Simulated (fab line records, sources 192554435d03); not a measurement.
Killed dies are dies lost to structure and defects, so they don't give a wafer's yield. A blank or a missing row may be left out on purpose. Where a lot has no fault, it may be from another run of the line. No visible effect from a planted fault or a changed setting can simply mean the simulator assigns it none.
Chamber matching ; flow n5 finfet ; N5_STI_FIN_REVEAL_CMP_04 on cmp-02: 4 sister chambers
The step polishes, stops on Si3N4, t overpolish 4 s, target thk 131.83 nm. 4 wafers are shown with their chamber, then 9 later ones without.

## WAFERS PAIRED WITH THEIR CHAMBERS
wafer;chamber;motor current A (A)
L089.4;1;8.1
L090.1;3;7.3
L090.4;2;7.8
L090.5;0;7.9

## WAFERS WHOSE CHAMBER IS MISSING
wafer;motor current A (A)
L093.1;7.7
L093.3;8.1
L093.5;7.5
L095.1;8.1
L095.2;7.1
L095.4;7.8
L096.1;8.0
L096.2;7.6
L096.3;8.0

## WHICH CHAMBER EACH WENT THROUGH
wafer;from the rows above;in truth
L093.1;can't be placed: 2 or 0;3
L093.3;can't be placed: 1 or 0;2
L093.5;can't be placed: 3 or 2 or 0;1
L095.1;can't be placed: 1 or 0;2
L095.2;3;3
L095.4;can't be placed: 2 or 0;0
L096.1;can't be placed: 0 or 1 or 2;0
L096.2;can't be placed: 2 or 3 or 0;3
L096.3;can't be placed: 0 or 1 or 2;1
Correctly placed: 1 of 9. Not placeable from these rows: 8 (in 4, the candidates include the true chamber). Number placed wrongly: 0.
How it was worked out, from the rows above alone: a wafer's distance from a chamber is the root of the sum, over the readings, of the square of ((its reading less the chamber's mean) divided by the reading's scatter). If the next closest chamber is less than 2 further off than the closest, the wafer can't be placed; otherwise it belongs to the closest. For every chamber, the mean is computed from those of its wafers that are shown. The scatter: with one shown wafer a chamber, the root of the mean of the squares of how far each hidden wafer lies from its nearest shown one.
